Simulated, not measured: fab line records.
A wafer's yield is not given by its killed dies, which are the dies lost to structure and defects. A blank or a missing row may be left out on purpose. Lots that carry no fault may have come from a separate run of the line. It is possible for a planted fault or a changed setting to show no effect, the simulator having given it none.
Comparing a struck lot with a sound one + flow nand harc + 15 steps out of a route of 1159
Sound: wafers L606.1, L606.3, L606.6. Wafers L608.2, L608.4, L608.5 were the ones struck. The cause is named last.
Each step with rows lists, per side, the tool, then ch with its chambers, then its first start. Under that, the readings that differ: sound wafers + struck wafers + difference of the means + sigmas: that difference in standard deviations of wafers without a fault.
alike: a reading whose means differ by less than 2 such deviations, as well as words and numbers matching on both sides. not compared: withheld readings; readings where some wafer has no value; bounds like >300 that might hide an equal value; numbers whose values overlap and for which the record gives no deviation.
The two part at a step that has a row with sigmas, a row that says differs or no value, or rows on one side only. Numbers that don't overlap but have no deviation are shown without sigmas and don't part them. A reading missing from all wafers of one side parts the sides only when that side holds two or more wafers.

first, 1 step without rows for these wafers: NHARC_A_CHANNEL_HOLE_D1_ETCH_19 (etches the open film in C4F8/O2/Ar, time 34.5 s).
NHARC_A_CHANNEL_HOLE_D1_ETCH_20: etches the open film in C4F8/O2/Ar, time 361.9 s, target depth 1600 nm.
  sound on har etch-02 ch 0,1, day 10 16:09; struck on har etch-02 ch 0,1, day 11 19:48
  alike: c4f8 flow sccm, chamber pressure mTorr, drypump motor current A, showerhead plenum p Torr, temp c, throttle valve pct
  not compared: rf hours counter h
then, 2 steps without rows for these wafers: NHARC_A_CHANNEL_HOLE_D1_ETCH_21 (etches the open film in C4F8/O2/Ar, time 514.3 s, target depth 1600 nm); NHARC_A_CHANNEL_HOLE_D1_ETCH_22 (etches the open film in C4F8/O2/Ar, time 666.7 s, target depth 1600 nm).
NHARC_A_CHANNEL_HOLE_D1_ETCH_23: etches the open film in C4F8/O2/Ar, time 819 s, target depth 1600 nm.
  sound on har etch-02 ch 0,1, day 10 21:49; struck on har etch-02 ch 0,1, day 11 21:11
  alike: c4f8 flow sccm, chamber pressure mTorr, drypump motor current A, showerhead plenum p Torr, temp c, throttle valve pct
  not compared: rf hours counter h
then, 2 steps without rows for these wafers: NHARC_A_CHANNEL_HOLE_D1_ETCH_24 (etches the open film in C4F8/O2/Ar, time 906.2 s, target depth 1500 nm); NHARC_A_CHANNEL_HOLE_D1_ETCH_25 (etches the open film in C4F8/O2/Ar, time 1040.2 s, target depth 1500 nm).
NHARC_A_CHANNEL_HOLE_D1_ETCH_26: etches the open film in C4F8/O2/Ar, time 224.1 s, target depth 300 nm.
  sound on har etch-02 ch 0,1, day 11 00:11; struck on har etch-02 ch 0,1, day 11 23:28
| reading    | sound                | struck               | difference | sigmas |
|------------|----------------------|----------------------|------------|--------|
| temp c (C) | -19.83 -19.85 -19.94 | -20.13 -20.18 -20.14 | -0.28      | -3     |
  alike: bias v, c4f8 flow sccm, drypump motor current A, showerhead plenum p Torr, throttle valve pct
  not compared: rf hours counter h
NHARC_A_CHANNEL_HOLE_D1_ETCH_33: etches the open film in C4F8/O2/Ar, time 90 s, target depth 400 nm.
  sound on har etch-02 ch 0,1, day 11 00:23; struck on har etch-02 ch 0,1, day 11 23:40
  alike: bias v, c4f8 flow sccm, drypump motor current A, showerhead plenum p Torr, temp c, throttle valve pct
  not compared: rf hours counter h
then, 3 steps without rows for these wafers: NHARC_A_CHANNEL_HOLE_D1_STRIP_41 (strips in N2/H2); NHARC_A_CHANNEL_HOLE_D1_STRIP_42 (strips in CF4/CHF3); NHARC_A_CHANNEL_HOLE_D1_STRIP_43 (strips in O2/COS).
NHARC_A_CHANNEL_HOLE_D1_ETCH_44: etches the open film in CF4/O2, target depth 140 nm, overetch 14 nm, time 77 s.
  sound on rie diel-03 ch 1,2, day 11 01:11; struck on rie diel-03 ch 0,3, day 12 00:23
  no value came back on the struck wafers for any of 7 readings (bias w (W), cf4 flow sccm (sccm) and others); on the sound wafers bias w (W) reads 100.09 99.86 99.41
| reading                            | sound             | struck            | difference | sigmas |
|------------------------------------|-------------------|-------------------|------------|--------|
| model.A_CHANNEL_HOLE_D1.cd nm (nm) | 89.47 90.27 90.34 | 99.16 100.4 103.5 | +10.99     |        |
  not compared: rf hours counter h
NHARC_A_CHANNEL_HOLE_D1_STRIP_27: strips in O2.
  sound on rie diel-03 ch 2,3; struck on rie diel-03 ch 0,1,3, day 12 00:32
  alike: drypump motor current A, oes product au, rf vpp V, showerhead plenum p Torr, throttle valve pct
  not compared: rf hours counter h
-- jump in the record: it breaks off in module A_CHANNEL_HOLE_D1 and resumes in module END (first step shown: number 1159 of the route), and 11 days separate the struck wafers' starts before and after --
NHARC_END_SORT_01:
  sound on prober-02 ch 0, day 21 08:49; struck on prober-01 ch 0, day 22 19:49
| reading         | sound    | struck                                                               | difference                   | sigmas |
|-----------------|----------|----------------------------------------------------------------------|------------------------------|--------|
| hold            | - - -    | await dispo/5.3h/scrap await dispo/5.3h/scrap await dispo/5.3h/scrap | no value on the sound wafers |        |
| killed at array | 17 23 26 | 677 675 675                                                          | +654                         | +59    |
| killed dies     | 20 25 28 | 677 677 677                                                          | +653                         | +59    |
  alike: killed at other, killed at periphery, killed open, killed short

## WHERE THEY PART
At NHARC_A_CHANNEL_HOLE_D1_ETCH_26 first; at NHARC_END_SORT_01 last (within this record only).

WHY: what the simulator had put in
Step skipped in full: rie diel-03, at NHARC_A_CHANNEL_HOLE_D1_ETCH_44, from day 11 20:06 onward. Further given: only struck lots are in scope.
